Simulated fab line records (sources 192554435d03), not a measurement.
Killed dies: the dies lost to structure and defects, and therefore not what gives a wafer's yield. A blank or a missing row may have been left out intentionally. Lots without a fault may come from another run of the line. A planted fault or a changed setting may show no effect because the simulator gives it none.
fab line records	flow n5_finfet	part 2 of 2: steps 5 to 6 of 6
record: lots: 21	wafers: 63	last_day: 18
route steps=1938 shown BEOL_M6@1232 BEOL_M7@1300
lots that met no fault: from a run of the same line without faults
start_h: hours from the record's opening day to when the first of the lot's shown wafers began	wait_h: hours from the lot's prior step to this one	" repeats the value in the row above	L1.1+2: a row that stands for several wafers	- no value, or no start was given	* or withheld: withheld	< > ~ a bound
route shown NAME@n: NAME is a module with steps in the file, n the number in the route of the first one	usual: average and standard deviation across the fault-free wafers	same: alike in all rows	chamber/n: place in a boat	sites: the reading at each site	_std_site: the values' standard deviation	_edge_site: mean of outer sites minus mean of inner sites	radius_mm: how far each site lies from the wafer's centre	mask NAME#n: copy n	behind: the most recent tool/chamber to have shaped the wafer	hold: why the lot went on hold/how many hours it stayed there/how the hold came to an end	device: which transistor (n, p or np) failed to switch	end of line: the tests these same wafers got at the end of their route	a step without rows: its recipe alone	killed: at the first sort, the dies lost to defects and structure; wafer yield is something else	map: a wafer's dies, marking killed ones x, the rest . and places with no die _
set.NAME: the run value of the setting; set.NAME@STEP: its run value at that earlier step	model.NAME: the simulator's own value behind a step, which no gauge read
a sample of lots followed through the steps of the route, with each step as a table and each wafer as a row
services: a tool's chamber out of use, with start hour (start_h, from the record's first day; less than 0 if before it), hours out, and reason
== steps ==
step: N5_BEOL_M7_ETCH_72
recipe: chemistry: N2/H2	target: underlayer	target_depth_a: 65	mask_material: CAR-EUV	time_s: 5.2	ion_energy_ev: 200	pressure_mtorr: 30	source_w: 840	bias_w: 150	n2_flow_sccm: 200	h2_flow_sccm: 200	ends: cleared
usual: drypump_motor_current_A: 5.6/0.42	etch_rf_on_time_s: 5.25/0.19	oes_product_au: 0.66/0.079	rf_vpp_V: 524.4/2.4	showerhead_plenum_p_Torr: 2.56/0.07	throttle_valve_pct: 17.94/0.3
lot.wafer	tool	chamber	start_h	wait_h	drypump_motor_current_A	etch_rf_on_time_s	oes_product_au	rf_hours_counter_h	rf_vpp_V	showerhead_plenum_p_Torr	throttle_valve_pct
L074.3	rie_diel-02	2	206.42	0.0	5.4	5.34	0.62	169	527.0	2.63	17.57
L074.4	"	0	"	"	5.5	5.21	0.68	106	519.6	2.46	17.97
L074.5	"	2	"	"	5.4	5.32	0.62	-	526.7	2.63	17.59
L076.2	rie_diel-04	1	216.55	0.0	5.8	5.33	0.58	217	522.8	2.54	18.53
L076.4	"	3	"	"	5.2	5.14	0.60	210	526.6	2.64	18.11
L076.5	"	1	"	"	5.8	5.41	0.58	-	520.6	2.54	18.53
L075.3	rie_diel-04	1	219.89	0.0	5.8	5.43	0.58	218	523.6	2.54	18.52
L075.4	"	0	"	"	6.0	5.73	0.57	226	528.0	2.64	18.25
L075.6	"	0	"	"	6.0	5.70	0.57	-	525.7	2.64	18.22
L077.4	rie_diel-03	0	229.36	0.0	5.6	5.06	0.79	21	524.4	2.49	17.45
L077.5	"	0	"	"	5.6	5.06	0.79	-	522.7	2.49	17.46
L077.6	"	3	"	"	6.0	5.31	0.64	-	526.8	2.54	18.02
L081.2	rie_diel-03	1	233.29	0.0	4.9	5.17	0.76	29	524.0	2.49	17.93
L081.4	"	2	"	"	5.6	5.34	0.69	92	524.0	2.54	17.43
L081.6	"	1	"	"	4.9	5.15	0.75	-	520.2	2.49	17.95
L080.2	rie_diel-02	0	239.59	0.0	5.6	5.21	0.67	117	519.9	2.46	17.99
L080.5	"	2	"	"	5.3	5.35	0.62	-	525.1	2.62	17.61
L080.6	"	3	"	"	5.1	5.23	0.57	-	522.5	2.51	18.09
L079.1	rie_diel-02	1	249.95	0.0	6.5	5.12	0.62	217	522.2	2.51	17.96
L079.5	"	0	"	"	5.5	5.19	0.67	-	524.4	2.46	17.98
L079.6	"	3	"	"	5.1	5.28	0.57	-	521.5	2.51	18.11
L083.1	rie_diel-04	1	273.64	0.0	5.7	5.39	0.56	233	522.0	2.53	18.53
L083.2	"	2	"	"	5.7	5.04	0.69	107	526.3	2.67	17.78
L083.5	"	0	"	"	6.0	5.66	0.57	-	525.9	2.63	18.24
L084.1	rie_diel-03	1	273.91	0.0	4.9	5.20	0.74	40	521.8	2.49	17.93
L084.4	"	3	"	"	6.0	5.34	0.64	172	522.8	2.54	18.03
L084.5	"	0	"	"	5.6	5.15	0.75	-	520.4	2.48	17.49
L082.2	rie_diel-04	2	274.04	0.0	5.6	5.04	0.69	107	528.5	2.67	17.77
L082.3	"	1	"	"	5.7	5.47	0.57	233	523.9	2.53	18.54
L082.4	"	3	"	"	5.2	5.11	0.58	225	527.7	2.63	18.13
L088.1	rie_diel-04	0	278.62	0.0	6.1	5.77	0.56	242	525.2	2.63	18.26
L088.2	"	1	"	"	5.8	5.43	0.56	235	521.5	2.53	18.54
L088.3	"	2	"	"	5.6	5.05	0.68	109	528.3	2.67	17.78
L085.2	rie_diel-02	2	280.54	0.0	5.4	5.25	0.61	194	523.4	2.62	17.61
L085.4	"	3	"	"	5.0	5.07	0.84	3	524.5	2.51	17.62
L085.5	"	0	"	"	5.5	5.14	0.67	-	522.2	2.45	18.00
L089.4	rie_diel-04	2	284.68	0.0	5.6	5.05	0.68	111	528.8	2.67	17.77
L089.5	"	1	"	"	5.8	5.45	0.57	-	523.9	2.53	18.55
L089.6	"	2	"	"	5.6	5.05	0.67	-	525.3	2.67	17.76
L087.2	rie_diel-03	2	288.17	0.0	5.6	5.26	0.69	109	526.8	2.54	17.49
L087.4	"	0	"	"	5.6	5.17	0.75	40	521.6	2.48	17.51
L087.5	"	2	"	"	5.6	5.31	0.68	-	524.4	2.54	17.50
L090.2	rie_diel-03	2	294.03	0.0	5.6	5.25	0.69	111	525.9	2.54	17.49
L090.3	"	3	"	"	6.0	5.43	0.63	180	523.1	2.53	18.06
L090.6	"	2	"	"	5.7	5.22	0.68	-	524.1	2.54	17.49
L091.1	rie_diel-02	3	299.41	0.0	5.1	5.17	0.81	9	521.7	2.51	17.66
L091.3	"	0	"	"	5.5	5.19	0.66	137	521.4	2.45	18.02
L091.6	"	2	"	"	5.4	5.37	0.59	-	526.3	2.62	17.64
L092.1	rie_diel-02	3	320.25	0.0	5.1	5.15	0.79	16	523.7	2.51	17.68
L092.4	"	1	"	"	6.5	5.23	0.58	240	523.9	2.50	17.99
L092.5	"	1	"	"	6.5	5.21	0.60	-	520.9	2.50	17.96
L093.2	rie_diel-04	0	329.44	0.0	6.0	5.44	0.83	0	526.3	2.62	17.89
L093.3	"	3	"	"	5.2	5.11	0.57	246	525.2	2.63	18.14
L093.6	"	2	"	"	5.6	5.08	0.68	-	527.4	2.66	17.80
L096.1	rie_diel-02	2	343.49	0.0	5.4	5.38	0.59	214	528.4	2.61	17.64
L096.3	"	3	"	"	5.1	5.10	0.78	25	520.4	2.50	17.69
L096.6	"	1	"	"	6.5	5.15	0.59	-	522.5	2.49	17.99
L094.1	rie_diel-04	3	343.58	0.0	5.2	5.12	0.58	252	525.1	2.62	18.17
L094.4	"	2	"	"	5.6	5.07	0.66	-	526.4	2.66	17.81
L094.5	"	0	"	"	6.0	5.42	0.80	-	523.5	2.62	17.91
L095.1	rie_diel-04	1	364.77	0.0	5.8	5.20	0.82	3	523.0	2.52	18.07
L095.3	"	0	"	"	6.0	5.44	0.77	14	526.2	2.62	17.96
L095.5	"	2	"	"	5.6	5.05	0.66	-	526.5	2.66	17.84
step: N5_BEOL_M7_TRENCH_ETCH_37
recipe: chemistry: C4F6/O2	target_depth_a: 934.78	target: SiCOH_lowk	time_s: 31.2	ion_energy_ev: 250	pressure_mtorr: 30	source_w: 345	bias_w: 185	Ar_flow_sccm: 300	C4F6_flow_sccm: 10	O2_flow_sccm: 10
usual: drypump_motor_current_A: 5.6/0.41	oes_ar_750_au: 0.77/0.087	oes_product_au: 0.77/0.094	rf_vpp_V: 663/17	showerhead_plenum_p_Torr: 2.88/0.084	throttle_valve_pct: 21.05/0.23
same: time_s: 31.2
lot.wafer	tool	chamber	start_h	wait_h	drypump_motor_current_A	oes_ar_750_au	oes_product_au	rf_hours_counter_h	rf_vpp_V	showerhead_plenum_p_Torr	throttle_valve_pct
L074.3	rie_diel-02	2	-	-	5.4	0.73	0.74	169	679	2.96	20.75
L074.4	"	0	"	"	5.5	0.79	0.80	106	696	2.75	20.79
L074.5	"	2	"	"	5.4	0.73	0.73	-	680	2.96	20.76
L076.2	rie_diel-04	1	-	-	5.8	0.69	0.68	217	665	2.84	21.49
L076.4	"	3	"	"	5.2	0.70	0.69	210	657	2.97	21.24
L076.5	"	1	"	"	5.8	0.68	0.68	-	665	2.84	21.47
L075.3	rie_diel-04	1	-	-	5.8	0.69	0.69	218	664	2.84	21.49
L075.4	"	0	"	"	6.0	0.70	0.68	226	642	2.92	21.07
L075.6	"	0	"	"	6.0	0.71	0.68	-	641	2.91	21.08
L077.4	rie_diel-03	0	-	-	5.6	0.91	0.93	21	684	2.79	20.61
L077.5	"	0	"	"	5.6	0.92	0.93	-	683	2.79	20.61
L077.6	"	3	"	"	6.0	0.77	0.76	-	638	2.84	21.05
L081.2	rie_diel-03	1	-	-	4.9	0.88	0.89	29	665	2.79	21.02
L081.4	"	2	"	"	5.6	0.81	0.82	92	674	2.89	20.84
L081.6	"	1	"	"	4.9	0.88	0.89	-	664	2.79	21.04
L080.2	rie_diel-02	0	-	-	5.5	0.78	0.79	117	697	2.75	20.79
L080.5	"	2	"	"	5.4	0.72	0.72	-	679	2.95	20.76
L080.6	"	3	"	"	5.1	0.69	0.67	-	632	2.83	21.33
L079.1	rie_diel-02	1	-	-	6.5	0.73	0.71	217	669	2.82	20.98
L079.5	"	0	"	"	5.6	0.78	0.79	-	696	2.74	20.80
L079.6	"	3	"	"	5.1	0.69	0.68	-	633	2.83	21.34
L083.1	rie_diel-04	1	-	-	5.8	0.67	0.67	233	665	2.84	21.51
L083.2	"	2	"	"	5.6	0.81	0.80	107	667	3.02	21.11
L083.5	"	0	"	"	6.0	0.69	0.67	-	642	2.91	21.09
L084.1	rie_diel-03	1	-	-	4.9	0.86	0.87	40	665	2.79	21.08
L084.4	"	3	"	"	6.0	0.76	0.75	172	636	2.84	21.07
L084.5	"	0	"	"	5.6	0.88	0.89	-	685	2.79	20.61
L082.2	rie_diel-04	2	-	-	5.6	0.80	0.81	107	666	3.02	21.11
L082.3	"	1	"	"	5.7	0.67	0.67	233	666	2.84	21.50
L082.4	"	3	"	"	5.2	0.69	0.68	225	659	2.97	21.25
L088.1	rie_diel-04	0	-	-	6.0	0.69	0.67	243	642	2.91	21.10
L088.2	"	1	"	"	5.7	0.67	0.67	235	665	2.83	21.50
L088.3	"	2	"	"	5.6	0.80	0.81	109	665	3.02	21.12
L085.2	rie_diel-02	2	-	-	5.4	0.70	0.72	194	679	2.95	20.79
L085.4	"	3	"	"	5.1	0.97	0.99	3	635	2.83	20.93
L085.5	"	0	"	"	5.5	0.77	0.78	-	696	2.74	20.82
L089.4	rie_diel-04	2	-	-	5.6	0.81	0.81	111	665	3.02	21.13
L089.5	"	1	"	"	5.8	0.67	0.67	-	665	2.83	21.50
L089.6	"	2	"	"	5.6	0.80	0.80	-	666	3.02	21.12
L087.2	rie_diel-03	2	-	-	5.6	0.80	0.81	109	672	2.88	20.86
L087.4	"	0	"	"	5.6	0.88	0.89	40	684	2.78	20.61
L087.5	"	2	"	"	5.6	0.79	0.81	-	673	2.89	20.86
L090.2	rie_diel-03	2	-	-	5.7	0.79	0.82	111	673	2.88	20.86
L090.3	"	3	"	"	6.0	0.75	0.74	180	637	2.84	21.09
L090.6	"	2	"	"	5.6	0.79	0.80	-	673	2.88	20.88
L091.1	rie_diel-02	3	-	-	5.1	0.94	0.97	9	632	2.83	20.96
L091.3	"	0	"	"	5.5	0.77	0.78	137	696	2.74	20.82
L091.6	"	2	"	"	5.4	0.70	0.70	-	679	2.94	20.82
L092.1	rie_diel-02	3	-	-	5.1	0.94	0.94	16	632	2.82	20.95
L092.4	"	1	"	"	6.5	0.70	0.68	240	669	2.81	21.03
L092.5	"	1	"	"	6.5	0.72	0.68	-	667	2.81	21.03
L093.2	rie_diel-04	0	-	-	6.0	0.97	0.96	0	644	2.90	20.80
L093.3	"	3	"	"	5.2	0.68	0.67	247	657	2.96	21.30
L093.6	"	2	"	"	5.6	0.79	0.79	-	665	3.01	21.15
L096.1	rie_diel-02	2	-	-	5.4	0.70	0.70	215	677	2.94	20.83
L096.3	"	3	"	"	5.1	0.92	0.92	25	632	2.82	20.95
L096.6	"	1	"	"	6.5	0.70	0.68	-	667	2.81	21.03
L094.1	rie_diel-04	3	-	-	5.2	0.68	0.67	252	656	2.95	21.30
L094.4	"	2	"	"	5.6	0.78	0.78	-	665	3.01	21.14
L094.5	"	0	"	"	6.0	0.94	0.93	-	643	2.90	20.81
L095.1	rie_diel-04	1	-	-	5.8	0.96	0.99	4	666	2.82	21.10
L095.3	"	0	"	"	6.0	0.91	0.91	14	642	2.90	20.80
L095.5	"	2	"	"	5.6	0.78	0.78	-	665	3.01	21.16
== services ==
tool	chamber	start_h	hours	kind
pecvd-04	-	197.69	1.0	repair
ald_metal-02	-	198.08	8.7	pm
rie_diel-04	3	200.03	2.9	repair
rie_diel-03	2	218.45	2.0	repair
rie_diel-01	2	225.67	2.5	repair
rie_diel-01	0	230.15	3.8	repair
ald_metal-03	3	235.15	25.2	repair
ald_metal-02	-	248.20	1.2	pm
rie_diel-06	0	251.86	12.1	repair
pecvd-04	-	253.36	2.4	repair
rie_diel-06	3	267.73	5.6	repair
rie_diel-01	2	274.40	6.1	repair
rie_diel-06	2	299.66	8.5	repair
rie_diel-01	2	318.89	28.1	repair
rie_diel-02	1	325.70	5.8	repair
ald_metal-01	-	330.42	0.5	repair
rie_diel-05	3	331.24	12.5	repair
rie_diel-02	-	336.72	1.5	repair
ald_metal-03	-	337.32	14.0	pm
rie_diel-02	0	338.68	16.4	repair
rie_diel-02	1	345.34	5.4	repair
rie_diel-03	1	345.36	16.0	repair
rie_diel-01	-	353.12	0.2	repair
ald_metal-01	-	354.59	1.0	repair
